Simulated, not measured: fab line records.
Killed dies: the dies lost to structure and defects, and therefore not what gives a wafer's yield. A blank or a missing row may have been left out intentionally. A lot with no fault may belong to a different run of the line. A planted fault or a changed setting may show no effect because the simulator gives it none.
A lot that was struck, set against a sound lot -- flow n5 finfet -- 38 steps out of a route of 1938
Sound: these wafers, L604.1, L604.3, L604.5. The struck wafers were L605.1, L605.2, L605.5. The cause is named last.
Order at every step that has rows: each side's tool, ch and its chambers, its first start. Under that, the readings that differ: sound wafers -- struck wafers -- difference of the means -- sigmas: that difference in standard deviations of wafers without a fault.
alike: a reading whose means differ by less than 2 such deviations, as well as words and numbers matching on both sides. not compared: withheld readings; readings where some wafer has no value; bounds like >300 that might hide an equal value; numbers whose values overlap and for which the record gives no deviation.
A row with sigmas, a row that says differs or no value, or rows on one side alone: a step with any of these is where the two part. Numbers that don't overlap but have no deviation are shown without sigmas and don't part them. Lack of a reading on every wafer of one side parts them only where that side has two or more wafers.

first, 9 steps without rows for these wafers: N5_BEOL_M4_ANNEAL_95 (time 240 s); N5_BEOL_M4_SPUTTER_96 (material Cu, target thk 4.5 nm, time 8.29 s); N5_BEOL_M4_ECD_50 (material Cu, target thk 300 nm); N5_BEOL_M4_ANNEAL_51 (time 90 s); N5_BEOL_M4_CMP_52 (polishes, stops on SiOC, t overpolish 6.8 s, target thk 40 nm); N5_BEOL_M4_PRE_CLEAN_60 (time 15 s); N5_BEOL_M4_CO_CAP_55 (material Co, precursor CCTBA/H2, target thk 2 nm, time 102.1 s); N5_BEOL_M4_PRE_CLEAN_56 (time 15 s); N5_BEOL_M4_DEP_57 (deposits SiCN from 3MS/NH3, target thk 8 nm, time 14 s).
N5_BEOL_M4_RC_MEAS_101:
  sound on prober-02 ch 0, day 12 05:09; struck on prober-02 ch 0, day 12 20:28
  alike: DIBL_N, DIBL_P, IOFF_N, IOFF_P, ION_N, ION_P, SS_N, SS_P, VT_N, VT_P
then, 24 steps without rows for these wafers: N5_BEOL_M5_ILD_DEP_00 (deposits SiCOH lowk from DEMS/porogen, target thk 140.64 nm, time 25.9 s); N5_BEOL_M5_CURE_79 (cures SiCOH lowk, time 240 s); N5_BEOL_M5_PECVD_70 (deposits SiO2 from TEOS/O2, target thk 16 nm, time 18 s); N5_BEOL_M5_HM_DEP_02 (deposits TiN, target thk 20 nm); N5_BEOL_M5_COAT_59 (time 60 s, resist thk 60 nm); N5_BEOL_M5_COAT_60 (time 60 s, resist thk 12 nm); N5_BEOL_M5_COAT_71 (time 60 s, resist thk 5 nm); N5_BEOL_M5_COAT_05 (resist thk 30 nm); N5_BEOL_M5_EBR_07; N5_BEOL_M5_SOFTBAKE_06 (time 60 s); N5_BEOL_M5_EXPOSE_08 (exposes mask M5, target cd 28 nm); N5_BEOL_M5_PEB_09 (peb time 60 s); N5_BEOL_M5_DEVELOP_10 (develop time 30 s); N5_BEOL_M5_DESCUM_16 (chemistry O2, time 7 s); N5_BEOL_M5_ETCH_72 (etches underlayer in N2/H2, target depth 6.5 nm, time 5.2 s); N5_BEOL_M5_ETCH_61 (etches SiARC in CF4, target depth 15.6 nm, time 26 s); N5_BEOL_M5_ETCH_62 (etches SOC in N2/H2, target depth 75 nm, overetch 15 nm, time 112.5 s); N5_BEOL_M5_STRIP_63 (strips in N2/H2); N5_BEOL_M5_STRIP_73 (strips in N2/H2); N5_BEOL_M5_STRIP_64 (strips in CF4); N5_BEOL_M5_HM_OPEN_17 (chemistry Cl2/BCl3, target TiN, target depth 20 nm, overetch 6 nm); N5_BEOL_M5_STRIP_19 (strips in O2); N5_BEOL_M5_COAT_65 (time 60 s, resist thk 60 nm); N5_BEOL_M5_COAT_66 (time 60 s, resist thk 12 nm).
-- a jump in the record: the struck wafers' starts before and after are 3 days apart (it breaks off in module BEOL_M5 and resumes in module BEOL_M11, where the first step shown is number 1578 of the route) --
N5_BEOL_M11_TRENCH_ETCH_37: etches SiCOH lowk in C4F6/O2, target depth 148.83 nm, time 48 s.
  sound on rie diel-01 ch 0,3, day 14 21:50; struck on rie diel-01 ch 2,3, day 15 08:51
  no value came back on the struck wafers for any of 8 readings (C4F6_flow_sccm (sccm), O2_flow_sccm (sccm) and others); on the sound wafers C4F6_flow_sccm (sccm) reads 10.00 9.99 9.98
reading,sound,struck,difference,sigmas
model.TiN_of_BEOL_M11_HM_DEP_02.thk nm (nm),16.2 16.2 16.2,19.8 19.8 19.8,+3.6,
  not compared: rf hours counter h
N5_BEOL_M11_OCD_MEAS_38:
  sound on ocd-02 at day 14 22:01; struck on ocd-01 at day 15 09:02
reading,sound,struck,difference,sigmas
trench depth nm (nm),142.9 144.9 142.6,0.2 0 0,-143.4,-72
N5_BEOL_M11_CMP_52: polishes, stops on SiCOH lowk, t overpolish 7 s, target thk 140 nm.
  sound on cmp-01 ch 0,1, day 15 01:04; struck on cmp-04 ch 0,2, day 15 11:50
reading,sound,struck,difference,sigmas
model.Cu_of_BEOL_M11_ECD_50.thk nm (nm),134.8 135.2 134.2,1.6 0.8 1.2,-133.5,
  alike: motor current A, slurry filter dp kPa, slurry flow ml min
N5_PASSIVATION_PROBE_49:
  sound on prober-01 at day 16 22:46; struck on prober-01 at day 17 10:08
reading,sound,struck,difference,sigmas
defect limited yield (%),92.6 93.7 93.9,0 0 0,-93,-67
killed_at_M4_up,5 8 10,1116 1105 1119,+1106,+99 or more
killed dies,87 74 72,1180 1180 1180,+1102,+65
killed on rim,11 8 12,152 152 152,+142,+38
sort_bin_5_function (%),4.2 4.2 2.7,97.7 97.2 96.9,+93.6,+95
sort n pass,1093 1106 1108,0 0 0,-1102,-65
sort yield pct (%),92.6 93.7 93.9,0 0 0,-93,-67
  alike: killed_at_M0_to_M3, killed at contacts, killed at front end, killed at other, killed open, killed short, sort_bin_6_memory

WHERE THEY PART
First at N5_BEOL_M11_TRENCH_ETCH_37; last, within this record, at N5_PASSIVATION_PROBE_49.

WHY: whatever the simulator had introduced
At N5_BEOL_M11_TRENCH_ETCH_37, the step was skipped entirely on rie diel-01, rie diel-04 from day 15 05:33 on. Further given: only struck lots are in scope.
